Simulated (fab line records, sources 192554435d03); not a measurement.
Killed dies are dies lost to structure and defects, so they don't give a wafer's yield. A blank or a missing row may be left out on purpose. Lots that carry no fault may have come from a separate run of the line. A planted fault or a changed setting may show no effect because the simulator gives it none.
Lot-split experiment    flow n5Finfet    39 wafers read from 7 lots, route of 1938 steps

## ON THE SPLIT
At N5_BEOL_M9_CVD_78 (deposits Co from CCTBA/H2, target thk 2 nm, time 138.9 s), the setting targetThkA was moved away from the recipe's 20 angstrom on 15 of the 39 wafers read, by -39.5% to +40.8%. All remaining wafers had this setting at the recipe value.

Reading taken at the split's own step.

## THE READING
Co_of_BEOL_M9_CVD_78.thkNm (the simulator's own value, which no gauge read), in nm, at N5_BEOL_M9_CVD_78 (deposits Co from CCTBA/H2, target thk 2 nm, time 138.9 s). There is no usual value for it anywhere in the file. Average 1.9 nm, standard deviation 0.099 nm, over the 24 wafers here run with the recipe.

wafer   tool, chamber at the split  targetThkA as run, angstrom  against the recipe  Co_of_BEOL_M9_CVD_78.thkNm, nm  against lot-mates on the recipe
L085.1  cvdCo-02, 2,0,2             20                           recipe              2                               -
L085.2  cvdCo-02, 2,0,2             20                           recipe              2                               -
L085.5  cvdCo-02, 2,0,2             20                           recipe              2                               -
L085.3  cvdCo-02, 1,0               13.58                        -32.1%              1.2                             -0.8
L085.4  cvdCo-02, 1,0               13.58                        -32.1%              1.2                             -0.8
L085.6  cvdCo-02, 1                 13.58                        -32.1%              1                               -1.0
L087.1  cvdCo-01, 0,2               20                           recipe              2                               -
L087.3  cvdCo-01, 0,2               20                           recipe              2                               -
L087.2  cvdCo-01, 1                 13.45                        -32.8%              1                               -0.9
L087.4  cvdCo-01, 0                 13.45                        -32.8%              1.2                             -0.7
L087.5  cvdCo-01, 1                 20                           recipe              1.8                             -
L087.6  cvdCo-01, 2                 13.45                        -32.8%              1.4                             -0.5
L090.1  cvdCo-02, 2,1,2,1           20                           recipe              1.8                             -
L090.2  cvdCo-02, 2,1,2,1           20                           recipe              1.8                             -
L090.5  cvdCo-02, 2,1,2,1           20                           recipe              1.8                             -
L090.6  cvdCo-02, 2,1,2,1           20                           recipe              1.8                             -
L090.3  cvdCo-02, 0                 20                           recipe              2                               -
L090.4  cvdCo-02, 0                 20                           recipe              2                               -
L092.1  cvdCo-01, 0,1,2             16.41                        -17.9%              1.6                             -0.3
L092.3  cvdCo-01, 0,1,2             16.41                        -17.9%              1.6                             -0.3
L092.5  cvdCo-01, 0,1,2             16.41                        -17.9%              1.6                             -0.3
L092.2  cvdCo-01, 2,0               20                           recipe              2                               -
L092.6  cvdCo-01, 2,0               20                           recipe              2                               -
L092.4  cvdCo-01, 1                 20                           recipe              1.8                             -
L093.1  cvdCo-02, 1                 12.11                        -39.5%              1.2                             -0.7
L093.2  cvdCo-02, 0                 12.11                        -39.5%              1.4                             -0.5
L093.5  cvdCo-02, 0                 12.11                        -39.5%              1.4                             -0.5
L093.3  cvdCo-02, 2                 20                           recipe              1.8                             -
L093.4  cvdCo-02, 1,2               20                           recipe              2                               -
L093.6  cvdCo-02, 1,2               20                           recipe              2                               -
L091.1  cvdCo-02, 2                 20                           recipe              1.8                             -
L091.2  cvdCo-02, 0                 28.15                        +40.8%              2.8                             +0.9
L091.3  cvdCo-02, 1                 28.15                        +40.8%              2.6                             +0.7
L091.4  cvdCo-02, 2,1               20                           recipe              2                               -
L091.5  cvdCo-02, 2,1               20                           recipe              2                               -
L091.6  cvdCo-02, 0                 28.15                        +40.8%              3                               +1.1
L096.1  cvdCo-01, 2,0               20                           recipe              1.8                             -
L096.2  cvdCo-01, 2,0               20                           recipe              1.8                             -
L096.5  cvdCo-01, 2                 20                           recipe              2                               -
The file does not say which wafer passed through which chamber wherever a row lists several chambers: such a row stands for several wafers.

THE FIT
A straight line over all 39 wafers: Co_of_BEOL_M9_CVD_78.thkNm changes by +0.0202 nm for each +1% of targetThkA; r = +0.95; the points scatter about the line by 0.13 nm.
The same after taking each lot's own level away (the mean of its wafers on the recipe; 39 wafers): +0.0207 nm for each +1%; r = +0.95; scatter 0.14 nm.
That fit puts the effect of the largest move of targetThkA on the reading at 0.84 nm.
The lots' own levels span 1.87 to 2.00 nm, that is 1.4 times the standard deviation above.
So the lot-to-lot level changes the slope little: the two slopes agree.
Check: +0.842 nm against its lot-mates is what the line predicts for one of the wafers moved furthest among these (+40.8%) when that wafer is left out of the fit. It came out at +0.867 nm against them.

## THESE WAFERS: OTHER SPLITS
Before the reading, these wafers also passed through other splits. Each is held against what the fit with the lots' levels taken away leaves over:
other split on the same wafers                wafers away from the commonest value  r with Co_of_BEOL_M9_CVD_78.thkNm (lot level and that fit taken away)
N5_ZERO_LAYER_DEVELOP_10 developTimeS         15                                    +0.15
N5_PMOS_HMC_CHANNEL_EPI_HM_DEP_34 targetThkA  15                                    -0.01
N5_SD_EPI_P_ETCH_16 targetDepthA              12                                    -0.23
N5_BEOL_M1_ETCH_64 timeS                      12                                    -0.18
N5_BEOL_M8_ILD_DEP_00 targetThkA              12                                    -0.08

## FILE'S OWN FIT
Co_of_BEOL_M9_CVD_78.thkNm changes by +0.0207 nm for each +1% of targetThkA, r = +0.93.
